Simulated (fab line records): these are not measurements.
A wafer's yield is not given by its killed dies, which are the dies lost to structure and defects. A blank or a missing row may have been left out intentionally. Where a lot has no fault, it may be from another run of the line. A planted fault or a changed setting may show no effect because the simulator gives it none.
fab line records	flow n5Finfet
[record] lots = 24	wafers = 72	lastDay = 17
route steps=1938 shown BEOL_M5@1138
lots that met no fault: from a run of the same line without faults
startH: start of the lot's first displayed wafer, in hours after the record's first day	waitH: hours from the lot's prior step to this one	" unchanged from the row above	L1.1+2: a row that stands for several wafers	- no value present, or no start provided	* or withheld: withheld	< > ~ a bound
route shown NAME@n: a module of which the file shows steps, and the number in the route of the first	usual: mean/standard deviation taken from wafers without a fault	same: alike in all rows	chamber/n: place in a boat	sites: per-site readings	_std_site: their standard deviation	_edge_site: inner sites' mean taken away from outer sites' mean	radiusMm: how far each site lies from the wafer's centre	mask NAME#n: copy n	behind: the tool/chamber that last shaped the wafer	hold: cause of the lot's hold/its duration in hours/its outcome	device: the n, p or np transistor that did not switch	end of line: at the end of the route, the tests of the same wafers	for a step that has no rows: nothing shown but its recipe	killed: dies that structure and defects cost at the first sort, which is not the same as the wafer's yield	map: a wafer's dies, x killed, . not, _ none there
set.NAME: the setting that was run; set.NAME@STEP: the one run at that earlier step	model.NAME: the simulator's own value behind a step, which no gauge read
steps of the route over a sample of lots; a table a step, a row a wafer
services: the hour from which a tool's chamber was out of use, counted from the record's first day as startH (under 0 if before that day), plus the number of hours and why
[[steps]]
[step N5_BEOL_M5_CD_MEAS_18]
[recipe] pitchNm = 56	targetCdNm = 28
[usual] cdNm = 28.0/0.4
lot.wafer	tool	chamber	startH	waitH	cdNm
L074.1	cdSem-03	-	170.52	0.0	27.9
L074.4	"	-	"	"	28.7
L074.6	"	-	"	"	28.6
L075.1	cdSem-02	-	172.90	0.0	27.7
L075.4	"	-	"	"	28.2
L075.6	"	-	"	"	27.9
L076.2	cdSem-01	-	182.74	0.1	28.4
L076.3	"	-	"	"	28.4
L076.4	"	-	"	"	27.4
L077.2	cdSem-01	-	187.01	0.1	27.8
L077.3	"	-	"	"	28.2
L077.5	"	-	"	"	28.3
L078.1	cdSem-01	-	196.41	0.1	27.8
L078.2	"	-	"	"	28.3
L078.3	"	-	"	"	27.8
L079.3	cdSem-02	-	197.25	0.1	27.2
L079.4	"	-	"	"	27.8
L079.5	"	-	"	"	27.5
L080.2	cdSem-03	-	203.90	0.1	28.4
L080.3	"	-	"	"	28.3
L080.6	"	-	"	"	28.1
L082.1	cdSem-02	-	206.46	0.0	27.8
L082.4	"	-	"	"	27.9
L082.5	"	-	"	"	28.0
L081.2	cdSem-01	-	208.63	0.1	28.0
L081.3	"	-	"	"	28.1
L081.4	"	-	"	"	28.5
L083.1	cdSem-03	-	211.99	0.0	28.0
L083.5	"	-	"	"	28.3
L083.6	"	-	"	"	27.6
L084.1	cdSem-01	-	230.66	0.0	27.6
L084.2	"	-	"	"	28.0
L084.4	"	-	"	"	28.4
L086.1	cdSem-03	-	245.22	0.0	27.5
L086.2	"	-	"	"	28.2
L086.4	"	-	"	"	28.3
L085.3	cdSem-03	-	245.35	0.1	27.7
L085.4	"	-	"	"	27.8
L085.5	"	-	"	"	27.7
L087.2	cdSem-01	-	248.94	0.1	27.4
L087.4	"	-	"	"	27.8
L087.5	"	-	"	"	27.8
L088.3	cdSem-02	-	250.02	0.1	27.5
L088.4	"	-	"	"	28.5
L088.5	"	-	"	"	28.1
L089.1	cdSem-03	-	252.79	0.1	27.5
L089.2	"	-	"	"	27.9
L089.6	"	-	"	"	28.4
L091.3	cdSem-03	-	267.72	0.1	27.6
L091.4	"	-	"	"	27.5
L091.5	"	-	"	"	27.0
L090.1	cdSem-03	-	268.92	0.0	27.8
L090.4	"	-	"	"	28.0
L090.5	"	-	"	"	27.3
L092.1	cdSem-01	-	270.94	0.0	27.7
L092.2	"	-	"	"	28.1
L092.5	"	-	"	"	28.1
L093.3	cdSem-01	-	284.85	0.1	28.1
L093.4	"	-	"	"	28.3
L093.6	"	-	"	"	28.0
L094.1	cdSem-03	-	291.55	0.1	28.2
L094.4	"	-	"	"	28.5
L094.5	"	-	"	"	28.4
L095.1	cdSem-01	-	293.97	0.0	28.4
L095.4	"	-	"	"	28.4
L095.6	"	-	"	"	28.3
L096.3	cdSem-03	-	298.77	0.1	28.1
L096.5	"	-	"	"	27.5
L096.6	"	-	"	"	26.9
L097.1	cdSem-02	-	300.36	0.0	28.4
L097.2	"	-	"	"	28.0
L097.5	"	-	"	"	27.6
[step N5_BEOL_M5_ETCH_75]
[recipe] chemistry = N2/H2	target = underlayer	targetDepthA = 65	maskMaterial = CAR-EUV	timeS = 5.2	ionEnergyEv = 200	pressureMtorr = 30	sourceW = 840	biasW = 150	n2FlowSccm = 200	h2FlowSccm = 200	ends = cleared
[usual] drypumpMotorCurrentA = 5.8/0.56	etchRfOnTimeS = 5.26/0.11	oesProductAu = 0.66/0.076	rfVppV = 524.9/2.3	showerheadPlenumPTorr = 2.58/0.07	throttleValvePct = 17.82/0.24
lot.wafer	tool	chamber	startH	waitH	drypumpMotorCurrentA	etchRfOnTimeS	oesProductAu	rfHoursCounterH	rfVppV	showerheadPlenumPTorr	throttleValvePct
L074.1	rieDiel-02	2	171.06	0.0	6.5	5.47	0.60	203	521.1	2.54	18.20
L074.4	"	0	"	"	5.1	5.25	0.60	225	524.3	2.60	17.91
L074.6	"	2	"	"	6.5	5.39	0.60	-	523.1	2.55	18.20
L075.1	rieDiel-03	2	173.80	0.0	4.9	5.30	0.77	10	523.3	2.49	17.54
L075.4	"	0	"	"	6.7	5.36	0.65	118	524.2	2.56	18.01
L075.6	"	2	"	"	4.9	5.28	0.76	-	522.5	2.50	17.55
L076.2	rieDiel-01	3	185.09	0.0	6.3	5.24	0.62	188	522.8	2.52	17.87
L076.3	"	2	"	"	5.7	5.33	0.61	197	527.3	2.64	17.62
L076.4	"	0	"	"	5.8	4.96	0.79	25	529.3	2.58	17.75
L077.2	rieDiel-01	0	187.59	0.0	5.8	4.97	0.79	26	528.4	2.58	17.76
L077.3	"	3	"	"	6.3	5.24	0.62	189	524.0	2.52	17.85
L077.5	"	1	"	"	5.9	5.17	0.74	-	528.3	2.68	17.56
L078.1	rieDiel-02	1	198.26	0.0	5.8	5.22	0.64	160	523.1	2.54	17.60
L078.2	"	3	"	"	5.6	5.27	0.82	7	527.4	2.72	17.49
L078.3	"	2	"	"	6.5	5.44	0.60	210	523.4	2.54	18.22
L079.3	rieDiel-03	3	198.79	0.0	5.9	5.22	0.60	183	527.7	2.64	18.09
L079.4	"	2	"	"	4.9	5.34	0.75	-	522.4	2.49	17.53
L079.5	"	3	"	"	5.9	5.23	0.60	-	526.7	2.64	18.09
L080.2	rieDiel-03	1	206.72	0.0	6.1	5.25	0.63	174	525.7	2.64	17.93
L080.3	"	2	"	"	4.9	5.26	0.75	18	522.2	2.49	17.55
L080.6	"	2	"	"	4.9	5.30	0.74	-	522.4	2.49	17.54
L082.1	rieDiel-03	0	207.11	0.0	6.7	5.35	0.64	127	525.0	2.56	18.03
L082.4	"	3	"	"	5.9	5.20	0.61	185	524.1	2.64	18.09
L082.5	"	0	"	"	6.7	5.36	0.63	-	524.0	2.56	18.04
L081.2	rieDiel-01	1	210.10	0.0	5.9	5.04	0.75	55	527.5	2.67	17.58
L081.3	"	2	"	"	5.7	5.33	0.61	205	526.7	2.64	17.65
L081.4	"	0	"	"	5.8	4.96	0.78	33	525.8	2.58	17.76
L083.1	rieDiel-02	3	212.63	0.0	5.6	5.23	0.80	12	528.8	2.72	17.49
L083.5	"	2	"	"	6.5	5.34	0.60	-	523.0	2.54	18.23
L083.6	"	3	"	"	5.6	5.21	0.80	-	528.4	2.72	17.50
L084.1	rieDiel-03	3	231.26	0.0	5.9	5.13	0.60	193	526.7	2.63	18.10
L084.2	"	0	"	"	6.7	5.33	0.63	135	525.4	2.55	18.04
L084.4	"	2	"	"	4.9	5.20	0.74	27	521.7	2.49	17.58
L086.1	rieDiel-03	2	245.69	0.0	4.8	5.25	0.74	31	519.5	2.49	17.55
L086.2	"	1	"	"	6.1	5.33	0.62	188	527.4	2.64	17.93
L086.4	"	3	"	"	6.0	5.16	0.61	197	527.4	2.63	18.14
L085.3	rieDiel-02	1	246.12	0.0	5.8	5.28	0.63	176	524.9	2.53	17.67
L085.4	"	1	"	"	5.8	5.21	0.62	-	525.3	2.53	17.65
L085.5	"	3	"	"	5.6	5.24	0.79	-	529.7	2.72	17.50
L087.2	rieDiel-03	2	251.13	0.0	4.9	5.34	0.71	33	522.4	2.48	17.55
L087.4	"	1	"	"	6.1	5.36	0.61	190	526.4	2.64	17.95
L087.5	"	3	"	"	5.9	5.15	0.60	-	528.6	2.63	18.12
L088.3	rieDiel-01	3	251.28	0.0	6.3	5.21	0.61	209	522.9	2.51	17.87
L088.4	"	1	"	"	5.9	5.19	0.72	69	529.0	2.67	17.61
L088.5	"	3	"	"	6.3	5.18	0.61	-	521.1	2.51	17.91
L089.1	rieDiel-01	3	253.92	0.0	6.3	5.25	0.61	210	522.1	2.51	17.88
L089.2	"	2	"	"	5.7	5.30	0.60	219	526.3	2.63	17.65
L089.6	"	2	"	"	5.7	5.32	0.60	-	526.1	2.63	17.68
L091.3	rieDiel-02	1	268.57	0.0	5.8	5.15	0.62	186	522.9	2.53	17.68
L091.4	"	3	"	"	5.6	5.24	0.77	-	527.1	2.71	17.54
L091.5	"	2	"	"	6.5	5.39	0.58	-	524.3	2.53	18.26
L090.1	rieDiel-03	0	269.39	0.0	6.7	5.32	0.62	146	524.7	2.55	18.09
L090.4	"	2	"	"	4.9	5.35	0.72	40	521.1	2.48	17.58
L090.5	"	2	"	"	4.9	5.33	0.71	-	522.2	2.48	17.57
L092.1	rieDiel-02	3	274.61	0.0	5.6	5.22	0.77	36	527.5	2.71	17.55
L092.2	"	1	"	"	5.7	5.16	0.62	188	523.2	2.53	17.64
L092.5	"	2	"	"	6.4	5.38	0.59	-	523.2	2.53	18.23
L093.3	rieDiel-03	0	286.47	0.0	6.8	5.33	0.63	151	525.5	2.55	18.05
L093.4	"	2	"	"	4.9	5.30	0.71	-	525.1	2.48	17.57
L093.6	"	0	"	"	6.7	5.30	0.61	-	522.8	2.55	18.09
L094.1	rieDiel-03	1	292.76	0.0	6.1	5.41	0.60	205	525.9	2.63	17.97
L094.4	"	3	"	"	6.0	5.23	0.58	211	524.7	2.63	18.12
L094.5	"	2	"	"	4.9	5.32	0.71	-	521.8	2.48	17.59
L095.1	rieDiel-02	1	296.56	0.0	5.7	5.31	0.61	199	522.8	2.52	17.67
L095.4	"	3	"	"	5.6	5.27	0.74	45	526.4	2.70	17.56
L095.6	"	2	"	"	6.5	5.46	0.58	-	522.2	2.53	18.26
L096.3	rieDiel-03	0	299.24	0.0	6.7	5.35	0.62	157	522.0	2.55	18.09
L096.5	"	3	"	"	5.9	5.23	0.58	-	525.8	2.62	18.13
L096.6	"	2	"	"	4.9	5.25	0.69	-	521.6	2.48	17.59
L097.1	rieDiel-02	3	302.00	0.0	5.6	5.33	0.73	47	528.9	2.70	17.55
L097.2	"	2	"	"	6.5	5.45	0.58	241	524.2	2.53	18.28
L097.5	"	3	"	"	5.6	5.32	0.75	-	527.1	2.70	17.57
[step N5_BEOL_M5_DEGAS_44]
[recipe] ambient = vacuum	tempC = 250	timeS = 60
[usual] heaterPowerW = 324/26
lot.wafer	tool	chamber	startH	waitH	heaterPowerW
L074.1	pvdSputter-01	-	173.89	2.1	361
L074.4	"	-	"	"	338
L074.6	"	-	"	"	304
L075.1	pvdSputter-01	-	174.87	0.3	316
L075.4	"	-	"	"	355
L075.6	"	-	"	"	364
L076.2	pvdSputter-01	-	186.41	0.4	368
L076.3	"	-	"	"	344
L076.4	"	-	"	"	302
L077.2	pvdSputter-03	-	189.63	0.4	334
L077.3	"	-	"	"	280
L077.5	"	-	"	"	303
L078.1	pvdSputter-02	-	199.21	0.3	321
L078.2	"	-	"	"	353
L078.3	"	-	"	"	363
L079.3	pvdSputter-02	-	199.73	0.2	318
L079.4	"	-	"	"	363
L079.5	"	-	"	"	315
L080.2	pvdSputter-02	-	207.69	0.3	356
L080.3	"	-	"	"	321
L080.6	"	-	"	"	343
L082.1	pvdSputter-01	-	208.28	0.5	346
L082.4	"	-	"	"	359
L082.5	"	-	"	"	313
L081.2	pvdSputter-03	-	211.43	0.4	339
L081.3	"	-	"	"	298
L081.4	"	-	"	"	314
L083.1	pvdSputter-02	-	213.94	0.7	359
L083.5	"	-	"	"	363
L083.6	"	-	"	"	345
L084.1	pvdSputter-01	-	232.56	0.6	298
L084.2	"	-	"	"	318
L084.4	"	-	"	"	361
L086.1	pvdSputter-03	-	246.59	0.3	313
L086.2	"	-	"	"	331
L086.4	"	-	"	"	280
L085.3	pvdSputter-03	-	247.23	0.2	285
L085.4	"	-	"	"	299
L085.5	"	-	"	"	331
L087.2	pvdSputter-03	-	252.18	0.3	279
L087.4	"	-	"	"	329
L087.5	"	-	"	"	334
L088.3	pvdSputter-01	-	252.46	0.2	315
L088.4	"	-	"	"	341
L088.5	"	-	"	"	296
L089.1	pvdSputter-03	-	255.22	0.5	282
L089.2	"	-	"	"	298
L089.6	"	-	"	"	275
L091.3	pvdSputter-02	-	269.52	0.2	358
L091.4	"	-	"	"	364
L091.5	"	-	"	"	315
L090.1	pvdSputter-03	-	270.34	0.3	286
L090.4	"	-	"	"	294
L090.5	"	-	"	"	298
L092.1	pvdSputter-03	-	275.60	0.3	323
L092.2	"	-	"	"	335
L092.5	"	-	"	"	303
L093.3	pvdSputter-01	-	287.37	0.2	339
L093.4	"	-	"	"	306
L093.6	"	-	"	"	353
L094.1	pvdSputter-01	-	294.19	0.4	341
L094.4	"	-	"	"	364
L094.5	"	-	"	"	362
L095.1	pvdSputter-03	-	297.74	0.6	325
L095.4	"	-	"	"	306
L095.6	"	-	"	"	295
L096.3	pvdSputter-02	-	300.26	0.3	353
L096.5	"	-	"	"	312
L096.6	"	-	"	"	365
L097.1	pvdSputter-03	-	303.04	0.3	318
L097.2	"	-	"	"	284
L097.5	"	-	"	"	295
[step N5_BEOL_M5_ANNEAL_82]
[recipe] tempC = 400	timeS = 1800	ambient = vacuum
[usual] heaterPowerW = 828/60
lot.wafer	tool	chamber	startH	waitH	heaterPowerW
L074.1	pvdSputter-02	-	175.69	0.0	897
L074.4	"	-	"	"	894
L074.6	"	-	"	"	886
L075.1	pvdSputter-01	-	178.51	0.0	851
L075.4	"	-	"	"	893
L075.6	"	-	"	"	843
L076.2	pvdSputter-02	-	188.29	0.0	800
L076.3	"	-	"	"	896
L076.4	"	-	"	"	885
L077.2	pvdSputter-02	-	192.84	0.0	882
L077.3	"	-	"	"	890
L077.5	"	-	"	"	772
L078.1	pvdSputter-02	-	201.09	0.0	890
L078.2	"	-	"	"	793
L078.3	"	-	"	"	899
L079.3	pvdSputter-01	-	203.18	0.0	906
L079.4	"	-	"	"	759
L079.5	"	-	"	"	789
L080.2	pvdSputter-01	-	209.56	0.0	789
L080.3	"	-	"	"	839
L080.6	"	-	"	"	910
L082.1	pvdSputter-02	-	210.60	0.0	907
L082.4	"	-	"	"	891
L082.5	"	-	"	"	905
L081.2	pvdSputter-03	-	213.48	0.0	700
L081.3	"	-	"	"	743
L081.4	"	-	"	"	814
L083.1	pvdSputter-01	-	216.00	0.0	751
L083.5	"	-	"	"	779
L083.6	"	-	"	"	902
L084.1	pvdSputter-01	-	234.57	0.0	749
L084.2	"	-	"	"	809
L084.4	"	-	"	"	836
L086.1	pvdSputter-03	-	248.58	0.0	838
L086.2	"	-	"	"	767
L086.4	"	-	"	"	706
L085.3	pvdSputter-02	-	249.44	0.0	901
L085.4	"	-	"	"	880
L085.5	"	-	"	"	900
L087.2	pvdSputter-01	-	254.19	0.0	746
L087.4	"	-	"	"	780
L087.5	"	-	"	"	772
L088.3	pvdSputter-02	-	254.57	0.0	883
L088.4	"	-	"	"	816
L088.5	"	-	"	"	894
L089.1	pvdSputter-03	-	257.16	0.0	709
L089.2	"	-	"	"	839
L089.6	"	-	"	"	843
L091.3	pvdSputter-02	-	271.29	0.0	893
L091.4	"	-	"	"	867
L091.5	"	-	"	"	796
L090.1	pvdSputter-03	-	272.08	0.0	805
L090.4	"	-	"	"	755
L090.5	"	-	"	"	800
L092.1	pvdSputter-01	-	277.55	0.0	906
L092.2	"	-	"	"	748
L092.5	"	-	"	"	797
L093.3	pvdSputter-03	-	289.42	0.0	718
L093.4	"	-	"	"	731
L093.6	"	-	"	"	819
L094.1	pvdSputter-01	-	296.08	0.0	841
L094.4	"	-	"	"	895
L094.5	"	-	"	"	855
L095.1	pvdSputter-03	-	299.52	0.0	842
L095.4	"	-	"	"	744
L095.6	"	-	"	"	743
L096.3	pvdSputter-01	-	303.59	0.0	768
L096.5	"	-	"	"	887
L096.6	"	-	"	"	850
L097.1	pvdSputter-02	-	305.13	0.0	796
L097.2	"	-	"	"	880
L097.5	"	-	"	"	864
[step N5_BEOL_M5_SPUTTER_90]
[recipe] material = Cu	targetThkA = 45	tempC = -20	chamberPressurePa = 0.07	powerW = withheld	timeS = 8.29
[usual] throttleValvePct = 29.7/0.91
lot.wafer	tool	chamber	startH	waitH	throttleValvePct
L074.1	pvdSputter-02	-	178.87	0.5	30.1
L074.4	"	-	"	"	30.9
L074.6	"	-	"	"	31.5
L075.1	pvdSputter-01	-	181.69	0.5	27.8
L075.4	"	-	"	"	30.3
L075.6	"	-	"	"	28.1
L076.2	pvdSputter-02	-	191.47	0.5	29.5
L076.3	"	-	"	"	30.4
L076.4	"	-	"	"	29.7
L077.2	pvdSputter-02	-	196.02	0.5	30.1
L077.3	"	-	"	"	30.3
L077.5	"	-	"	"	29.2
L078.1	pvdSputter-02	-	204.27	0.5	29.6
L078.2	"	-	"	"	29.4
L078.3	"	-	"	"	30.1
L079.3	pvdSputter-01	-	206.36	0.5	29.8
L079.4	"	-	"	"	29.7
L079.5	"	-	"	"	29.5
L080.2	pvdSputter-01	-	212.74	0.5	29.5
L080.3	"	-	"	"	28.0
L080.6	"	-	"	"	29.9
L082.1	pvdSputter-02	-	213.78	0.5	31.2
L082.4	"	-	"	"	29.9
L082.5	"	-	"	"	30.2
L081.2	pvdSputter-03	-	216.66	0.5	29.4
L081.3	"	-	"	"	28.9
L081.4	"	-	"	"	28.8
L083.1	pvdSputter-01	-	219.18	0.5	29.9
L083.5	"	-	"	"	29.6
L083.6	"	-	"	"	29.7
L084.1	pvdSputter-01	-	237.75	0.5	29.8
L084.2	"	-	"	"	29.3
L084.4	"	-	"	"	28.3
L086.1	pvdSputter-03	-	251.76	0.5	31.4
L086.2	"	-	"	"	28.6
L086.4	"	-	"	"	29.2
L085.3	pvdSputter-02	-	252.62	0.5	31.1
L085.4	"	-	"	"	30.0
L085.5	"	-	"	"	31.5
L087.2	pvdSputter-01	-	257.37	0.5	29.6
L087.4	"	-	"	"	29.4
L087.5	"	-	"	"	29.5
L088.3	pvdSputter-02	-	257.75	0.5	30.9
L088.4	"	-	"	"	29.2
L088.5	"	-	"	"	31.0
L089.1	pvdSputter-03	-	260.34	0.5	29.3
L089.2	"	-	"	"	31.8
L089.6	"	-	"	"	31.5
L091.3	pvdSputter-02	-	274.47	0.5	30.1
L091.4	"	-	"	"	29.8
L091.5	"	-	"	"	29.3
L090.1	pvdSputter-03	-	275.26	0.5	31.5
L090.4	"	-	"	"	28.9
L090.5	"	-	"	"	29.0
L092.1	pvdSputter-01	-	280.73	0.5	29.6
L092.2	"	-	"	"	29.7
L092.5	"	-	"	"	29.4
L093.3	pvdSputter-03	-	292.60	0.5	29.5
L093.4	"	-	"	"	28.9
L093.6	"	-	"	"	28.8
L094.1	pvdSputter-01	-	299.26	0.5	28.0
L094.4	"	-	"	"	30.2
L094.5	"	-	"	"	28.0
L095.1	pvdSputter-03	-	302.70	0.5	31.6
L095.4	"	-	"	"	28.8
L095.6	"	-	"	"	29.0
L096.3	pvdSputter-01	-	306.77	0.5	29.5
L096.5	"	-	"	"	30.3
L096.6	"	-	"	"	27.8
L097.1	pvdSputter-02	-	308.31	0.5	29.2
L097.2	"	-	"	"	31.1
L097.5	"	-	"	"	30.3
[step N5_BEOL_M5_CMP_52]
[recipe] stopOn = SiCOH_lowk	tOverpolishS = 6.9	downForcePsi = 1	platenRpm = 50	clearingPlatenDownForcePsi = 1.5	clearingPlatenRpm = 50	postCmpClean = cuAlkaline	targetThkNm = 62	clearingPlatenPadVelocityMS = 0.99484	padVelocityMS = 0.99484
[usual] barrierFieldEndpointS = 24.8/0.69	motorCurrentA = 6.2/0.83	overpolishRunS = 6.899/0.0094	timeToEndpointS = 62.8/3
lot.wafer	tool	chamber	startH	waitH	barrierFieldEndpointS	motorCurrentA	overpolishRunS	timeToEndpointS
L074.1	cmp-03	1	179.37	0.3	24.3	5.5	6.888	62.1
L074.4	"	3	"	"	25.2	7.4	6.900	66.7
L074.6	"	1	"	"	24.8	6.2	6.897	59.4
L075.4	cmp-01	0	182.19	0.1	24.9	5.6	6.887	62.8
L075.1	"	3	"	"	23.6	6.4	6.914	56.5
L075.6	"	1	"	"	24.6	5.5	6.898	60.4
L076.2	cmp-04	2	191.97	0.2	24.4	7.4	6.892	62.5
L076.4	"	3	"	"	25.2	5.8	6.904	63.7
L076.3	"	1	"	"	23.9	7.3	6.917	60.7
L077.3	cmp-03	0	196.56	0.2	23.9	7.0	6.895	63.0
L077.2	"	2	"	"	24.5	5.3	6.884	62.8
L077.5	"	3	"	"	24.3	7.7	6.915	63.4
L078.2	cmp-03	1	204.93	0.2	25.0	6.2	6.901	62.3
L078.3	"	2	"	"	24.7	5.2	6.895	62.3
L078.1	"	0	"	"	24.7	7.1	6.910	63.2
L079.3	cmp-01	0	206.90	0.2	24.3	5.6	6.875	61.1
L079.4	"	2	"	"	24.3	6.3	6.899	59.7
L079.5	"	3	"	"	23.3	5.9	6.894	53.2
L080.2	cmp-01	1	213.24	0.2	24.0	5.5	6.901	60.2
L080.3	"	0	"	"	24.6	5.2	6.890	64.1
L080.6	"	2	"	"	25.2	6.2	6.895	62.0
L082.4	cmp-03	2	214.32	0.2	25.3	5.3	6.898	64.1
L082.1	"	3	"	"	25.8	7.6	6.902	65.1
L082.5	"	2	"	"	25.3	5.3	6.910	61.8
L081.3	cmp-03	0	217.16	0.2	24.6	6.8	6.900	60.2
L081.4	"	1	"	"	24.4	6.1	6.887	57.6
L081.2	"	2	"	"	24.3	5.3	6.905	60.1
L083.1	cmp-03	1	219.75	0.3	24.4	6.1	6.896	61.9
L083.6	"	1	"	"	24.6	6.1	6.885	62.7
L083.5	"	2	"	"	24.8	5.3	6.911	63.1
L084.1	cmp-03	1	238.54	0.3	26.0	6.2	6.904	63.2
L084.2	"	2	"	"	25.8	5.2	6.899	66.6
L084.4	"	3	"	"	25.9	7.7	6.887	63.4
L086.1	cmp-04	3	252.27	0.3	24.4	5.8	6.900	67.0
L086.2	"	0	"	"	23.6	6.0	6.913	61.1
L086.4	"	2	"	"	24.8	7.8	6.909	67.2
L085.3	cmp-04	1	253.44	0.2	23.9	7.2	6.895	60.2
L085.4	"	2	"	"	24.8	7.2	6.881	66.5
L085.5	"	0	"	"	24.2	6.3	6.885	60.9
L087.2	cmp-03	1	257.87	0.2	25.1	5.8	6.906	66.8
L087.4	"	3	"	"	26.1	7.8	6.910	70.1
L087.5	"	1	"	"	25.8	6.0	6.896	66.1
L088.4	cmp-01	1	258.25	0.1	24.8	5.2	6.913	64.3
L088.3	"	2	"	"	25.6	6.0	6.894	65.4
L088.5	"	2	"	"	25.5	6.2	6.896	62.5
L089.2	cmp-04	1	261.38	0.2	24.9	7.2	6.903	62.6
L089.1	"	2	"	"	25.4	7.5	6.900	64.2
L089.6	"	1	"	"	24.6	7.4	6.896	58.4
L091.4	cmp-04	2	274.97	0.1	26.1	7.6	6.911	67.1
L091.3	"	0	"	"	24.4	6.0	6.892	61.5
L091.5	"	3	"	"	25.3	5.7	6.885	67.6
L090.4	cmp-04	2	275.83	0.2	25.3	7.5	6.910	65.6
L090.1	"	3	"	"	25.5	5.6	6.903	65.7
L090.5	"	0	"	"	25.3	6.1	6.898	62.4
L092.1	cmp-04	0	281.44	0.3	24.5	5.7	6.885	64.7
L092.2	"	2	"	"	25.3	7.4	6.907	70.1
L092.5	"	3	"	"	25.3	5.7	6.895	65.4
L093.4	cmp-01	2	293.14	0.1	23.8	6.4	6.896	59.1
L093.3	"	3	"	"	23.3	6.1	6.905	57.6
L093.6	"	2	"	"	23.5	6.3	6.903	62.9
L094.1	cmp-01	3	300.50	0.5	24.2	6.2	6.897	57.0
L094.4	"	0	"	"	24.1	5.5	6.899	61.6
L094.5	"	3	"	"	24.1	6.1	6.914	55.1
L095.4	cmp-04	0	303.54	0.4	26.0	5.9	6.917	65.8
L095.1	"	2	"	"	25.6	7.2	6.917	69.2
L095.6	"	3	"	"	26.3	5.8	6.902	67.8
L096.3	cmp-01	0	307.43	0.3	24.8	5.4	6.900	64.7
L096.6	"	3	"	"	23.9	5.9	6.897	57.2
L096.5	"	0	"	"	24.6	5.2	6.894	61.9
L097.2	cmp-03	0	308.85	0.2	24.7	6.9	6.909	61.3
L097.1	"	2	"	"	25.8	5.4	6.914	64.5
L097.5	"	0	"	"	25.0	6.6	6.886	63.6
[[services]]
tool	chamber	startH	hours	kind
rieDiel-02	3	147.89	-	clean
rieDiel-02	3	147.89	-	consumableReplace:esc
rieDiel-02	3	147.89	-	consumableReplace:focusRing
pvdSputter-01	-	157.09	9.9	repair
rieDiel-03	-	172.67	0.3	repair
rieDiel-03	1	193.13	8.5	repair
cmp-01	-	195.44	2.3	repair
cmp-04	-	198.53	0.2	repair
cmp-03	-	200.63	2.1	repair
cmp-03	-	224.29	4.0	pm
cmp-03	-	228.29	-	consumableReplace:conditioner
cmp-03	-	228.29	-	consumableReplace:pad
cmp-04	-	233.49	3.8	repair
rieDiel-03	-	236.51	0.3	repair
rieDiel-02	2	244.08	21.0	repair
rieDiel-03	0	253.64	2.0	repair
cmp-03	-	253.93	3.2	repair
rieDiel-02	0	254.95	14.4	repair
rieDiel-02	3	282.57	1.5	repair
rieDiel-03	3	285.32	6.0	repair
rieDiel-01	-	290.73	2.8	pm
rieDiel-01	2	293.58	40.7	repair
cmp-03	-	296.25	6.3	repair
cmp-04	-	299.99	1.2	repair
[[key]]
fault none
